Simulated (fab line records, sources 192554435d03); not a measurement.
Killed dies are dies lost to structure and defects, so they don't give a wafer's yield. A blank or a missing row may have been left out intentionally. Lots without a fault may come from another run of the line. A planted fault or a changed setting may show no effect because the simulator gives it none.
Lot-split experiment || flow n5 finfet || 7 lots, 39 wafers read, on a route of 1938 steps

== THE SPLIT ITSELF ==
At N5_SD_EPI_N_EPI_21 (deposits Si:P, time 690 s), the setting epi growth time s was moved away from the recipe's 690 s on 18 of the 39 wafers read, by -58.6% to +43.2%. All remaining wafers had this setting at the recipe value.

== FROM THE SPLIT TO THE READING: what the file shows between them, 5 steps ==
- N5_SD_EPI_N_EPI_MEAS_23
- N5_SD_EPI_N_PRECLEAN_24: cleans in O3/DIW, time 60 s
- N5_SD_EPI_N_SRD_25: time 30 s
- N5_SD_ACTIVATION_RTA_00: time 0 s
- N5_SD_ACTIVATION_LSA_01: time 0.0008 s

== THE READING ==
RS_SD_N (ohm/sq), read at N5_SD_ACTIVATION_RS_MEAS_03 with a four-point probe. On this fab line, fault-free wafers typically give 21.9 ohm/sq with a standard deviation of 0.3 ohm/sq.

{"wafer": "L081.1", "tool, chamber at the split": "epi rpcvd-04, 0", "epi growth time s as run, s": 988, "against the recipe": "+43.2%", "RS_SD_N, ohm/sq": 17.1, "against lot-mates on the recipe": -4.8}
{"wafer": "L081.2", "tool, chamber at the split": "epi rpcvd-04, 0", "epi growth time s as run, s": 690, "against the recipe": "recipe", "RS_SD_N, ohm/sq": 22.0, "against lot-mates on the recipe": "-"}
{"wafer": "L081.3", "tool, chamber at the split": "epi rpcvd-04, 0", "epi growth time s as run, s": 690, "against the recipe": "recipe", "RS_SD_N, ohm/sq": 21.9, "against lot-mates on the recipe": "-"}
{"wafer": "L081.4", "tool, chamber at the split": "epi rpcvd-04, 0", "epi growth time s as run, s": 988, "against the recipe": "+43.2%", "RS_SD_N, ohm/sq": 16.9, "against lot-mates on the recipe": -5.0}
{"wafer": "L081.5", "tool, chamber at the split": "epi rpcvd-04, 0", "epi growth time s as run, s": 988, "against the recipe": "+43.2%", "RS_SD_N, ohm/sq": 16.8, "against lot-mates on the recipe": -5.1}
{"wafer": "L081.6", "tool, chamber at the split": "epi rpcvd-04, 0", "epi growth time s as run, s": 690, "against the recipe": "recipe", "RS_SD_N, ohm/sq": 21.9, "against lot-mates on the recipe": "-"}
{"wafer": "L083.1", "tool, chamber at the split": "epi rpcvd-04, 0", "epi growth time s as run, s": 828.9, "against the recipe": "+20.1%", "RS_SD_N, ohm/sq": 19.1, "against lot-mates on the recipe": -2.6}
{"wafer": "L083.2", "tool, chamber at the split": "epi rpcvd-04, 0", "epi growth time s as run, s": 828.9, "against the recipe": "+20.1%", "RS_SD_N, ohm/sq": 19.1, "against lot-mates on the recipe": -2.6}
{"wafer": "L083.3", "tool, chamber at the split": "epi rpcvd-04, 0", "epi growth time s as run, s": 690, "against the recipe": "recipe", "RS_SD_N, ohm/sq": 21.6, "against lot-mates on the recipe": "-"}
{"wafer": "L083.4", "tool, chamber at the split": "epi rpcvd-04, 0", "epi growth time s as run, s": 828.9, "against the recipe": "+20.1%", "RS_SD_N, ohm/sq": 19.3, "against lot-mates on the recipe": -2.4}
{"wafer": "L083.5", "tool, chamber at the split": "epi rpcvd-04, 0", "epi growth time s as run, s": 690, "against the recipe": "recipe", "RS_SD_N, ohm/sq": 21.7, "against lot-mates on the recipe": "-"}
{"wafer": "L083.6", "tool, chamber at the split": "epi rpcvd-04, 0", "epi growth time s as run, s": 690, "against the recipe": "recipe", "RS_SD_N, ohm/sq": 21.8, "against lot-mates on the recipe": "-"}
{"wafer": "L086.1", "tool, chamber at the split": "epi rpcvd-01, 0", "epi growth time s as run, s": 690, "against the recipe": "recipe", "RS_SD_N, ohm/sq": 22.4, "against lot-mates on the recipe": "-"}
{"wafer": "L086.2", "tool, chamber at the split": "epi rpcvd-01, 0", "epi growth time s as run, s": 690, "against the recipe": "recipe", "RS_SD_N, ohm/sq": 22.1, "against lot-mates on the recipe": "-"}
{"wafer": "L086.5", "tool, chamber at the split": "epi rpcvd-01, 0", "epi growth time s as run, s": 690, "against the recipe": "recipe", "RS_SD_N, ohm/sq": 22.0, "against lot-mates on the recipe": "-"}
{"wafer": "L088.1", "tool, chamber at the split": "epi rpcvd-01, 0", "epi growth time s as run, s": 547.4, "against the recipe": "-20.7%", "RS_SD_N, ohm/sq": 26.1, "against lot-mates on the recipe": "+4.2"}
{"wafer": "L088.2", "tool, chamber at the split": "epi rpcvd-01, 0", "epi growth time s as run, s": 547.4, "against the recipe": "-20.7%", "RS_SD_N, ohm/sq": 25.7, "against lot-mates on the recipe": "+3.8"}
{"wafer": "L088.3", "tool, chamber at the split": "epi rpcvd-01, 0", "epi growth time s as run, s": 690, "against the recipe": "recipe", "RS_SD_N, ohm/sq": 21.9, "against lot-mates on the recipe": "-"}
{"wafer": "L088.4", "tool, chamber at the split": "epi rpcvd-01, 0", "epi growth time s as run, s": 547.4, "against the recipe": "-20.7%", "RS_SD_N, ohm/sq": 25.4, "against lot-mates on the recipe": "+3.5"}
{"wafer": "L088.5", "tool, chamber at the split": "epi rpcvd-01, 0", "epi growth time s as run, s": 690, "against the recipe": "recipe", "RS_SD_N, ohm/sq": 22.1, "against lot-mates on the recipe": "-"}
{"wafer": "L088.6", "tool, chamber at the split": "epi rpcvd-01, 0", "epi growth time s as run, s": 690, "against the recipe": "recipe", "RS_SD_N, ohm/sq": 21.6, "against lot-mates on the recipe": "-"}
{"wafer": "L094.1", "tool, chamber at the split": "epi rpcvd-04, 0", "epi growth time s as run, s": 690, "against the recipe": "recipe", "RS_SD_N, ohm/sq": 22.2, "against lot-mates on the recipe": "-"}
{"wafer": "L094.2", "tool, chamber at the split": "epi rpcvd-04, 0", "epi growth time s as run, s": 940, "against the recipe": "+36.2%", "RS_SD_N, ohm/sq": 17.5, "against lot-mates on the recipe": -4.5}
{"wafer": "L094.3", "tool, chamber at the split": "epi rpcvd-04, 0", "epi growth time s as run, s": 690, "against the recipe": "recipe", "RS_SD_N, ohm/sq": 21.7, "against lot-mates on the recipe": "-"}
{"wafer": "L094.4", "tool, chamber at the split": "epi rpcvd-04, 0", "epi growth time s as run, s": 940, "against the recipe": "+36.2%", "RS_SD_N, ohm/sq": 17.3, "against lot-mates on the recipe": -4.7}
{"wafer": "L094.5", "tool, chamber at the split": "epi rpcvd-04, 0", "epi growth time s as run, s": 940, "against the recipe": "+36.2%", "RS_SD_N, ohm/sq": 17.5, "against lot-mates on the recipe": -4.5}
{"wafer": "L094.6", "tool, chamber at the split": "epi rpcvd-04, 0", "epi growth time s as run, s": 690, "against the recipe": "recipe", "RS_SD_N, ohm/sq": 22.0, "against lot-mates on the recipe": "-"}
{"wafer": "L096.1", "tool, chamber at the split": "epi rpcvd-01, 0", "epi growth time s as run, s": 690, "against the recipe": "recipe", "RS_SD_N, ohm/sq": 21.8, "against lot-mates on the recipe": "-"}
{"wafer": "L096.2", "tool, chamber at the split": "epi rpcvd-01, 0", "epi growth time s as run, s": 690, "against the recipe": "recipe", "RS_SD_N, ohm/sq": 21.7, "against lot-mates on the recipe": "-"}
{"wafer": "L096.3", "tool, chamber at the split": "epi rpcvd-01, 0", "epi growth time s as run, s": 690, "against the recipe": "recipe", "RS_SD_N, ohm/sq": 21.8, "against lot-mates on the recipe": "-"}
{"wafer": "L096.4", "tool, chamber at the split": "epi rpcvd-01, 0", "epi growth time s as run, s": 323.2, "against the recipe": "-53.2%", "RS_SD_N, ohm/sq": 43.6, "against lot-mates on the recipe": "+21.8"}
{"wafer": "L096.5", "tool, chamber at the split": "epi rpcvd-01, 0", "epi growth time s as run, s": 323.2, "against the recipe": "-53.2%", "RS_SD_N, ohm/sq": 43.5, "against lot-mates on the recipe": "+21.7"}
{"wafer": "L096.6", "tool, chamber at the split": "epi rpcvd-01, 0", "epi growth time s as run, s": 323.2, "against the recipe": "-53.2%", "RS_SD_N, ohm/sq": 42.9, "against lot-mates on the recipe": "+21.1"}
{"wafer": "L097.1", "tool, chamber at the split": "epi rpcvd-02, 0", "epi growth time s as run, s": 286, "against the recipe": "-58.6%", "RS_SD_N, ohm/sq": 49.8, "against lot-mates on the recipe": "+27.8"}
{"wafer": "L097.2", "tool, chamber at the split": "epi rpcvd-02, 0", "epi growth time s as run, s": 286, "against the recipe": "-58.6%", "RS_SD_N, ohm/sq": 49.3, "against lot-mates on the recipe": "+27.3"}
{"wafer": "L097.3", "tool, chamber at the split": "epi rpcvd-02, 0", "epi growth time s as run, s": 690, "against the recipe": "recipe", "RS_SD_N, ohm/sq": 22.1, "against lot-mates on the recipe": "-"}
{"wafer": "L097.4", "tool, chamber at the split": "epi rpcvd-02, 0", "epi growth time s as run, s": 286, "against the recipe": "-58.6%", "RS_SD_N, ohm/sq": 49.1, "against lot-mates on the recipe": "+27.1"}
{"wafer": "L097.5", "tool, chamber at the split": "epi rpcvd-02, 0", "epi growth time s as run, s": 690, "against the recipe": "recipe", "RS_SD_N, ohm/sq": 22.2, "against lot-mates on the recipe": "-"}
{"wafer": "L097.6", "tool, chamber at the split": "epi rpcvd-02, 0", "epi growth time s as run, s": 690, "against the recipe": "recipe", "RS_SD_N, ohm/sq": 21.8, "against lot-mates on the recipe": "-"}

FIT RESULTS
A straight line over all 39 wafers: RS_SD_N changes by -0.31 ohm/sq for each +1% of epi growth time s; r = -0.92; the points scatter about the line by 3.8 ohm/sq.
The same after taking each lot's own level away (the mean of its wafers on the recipe; 39 wafers): -0.31 ohm/sq for each +1%; r = -0.92; scatter 3.8 ohm/sq.
The reading moves by 18 ohm/sq for the largest change in epi growth time s, on that fit.
From 21.70 to 22.17 ohm/sq: that is the span of the lots' own levels, equal to 1.6 times the standard deviation above.
Consequently the slope shifts little with the lot-to-lot level, the two slopes agreeing.
Check: with one of the wafers moved furthest among these (-58.6%) left out of the fit, the line predicts +19.4 ohm/sq for it against its lot-mates. Against them it came out at +27.8 ohm/sq.

== THE WHOLE CHAIN: every reading that the file lists as answering this split, in the file's order ==
{"step": "N5_SD_EPI_N_EPI_21", "what it does": "deposits Si:P, time 690 s", "reading": "Si-P_of_SD_EPI_N_EPI_21.thk nm (the simulator's own value, which no gauge read)", "change (the file's fit)": "+0.503 nm for each +1% of the setting", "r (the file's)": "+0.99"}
{"step": "N5_SD_EPI_N_EPI_MEAS_23", "what it does": "", "reading": "thk nm", "change (the file's fit)": "withheld for each +1% of the setting", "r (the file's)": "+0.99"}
{"step": "N5_SD_ACTIVATION_RS_MEAS_03", "what it does": "measures by four-point-probe", "reading": "RS_SD_N", "change (the file's fit)": "-0.318 for each +1% of the setting", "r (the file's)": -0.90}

== FILE'S OWN FIT ==
RS_SD_N changes by -0.318 ohm/sq for each +1% of epi growth time s, r = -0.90.
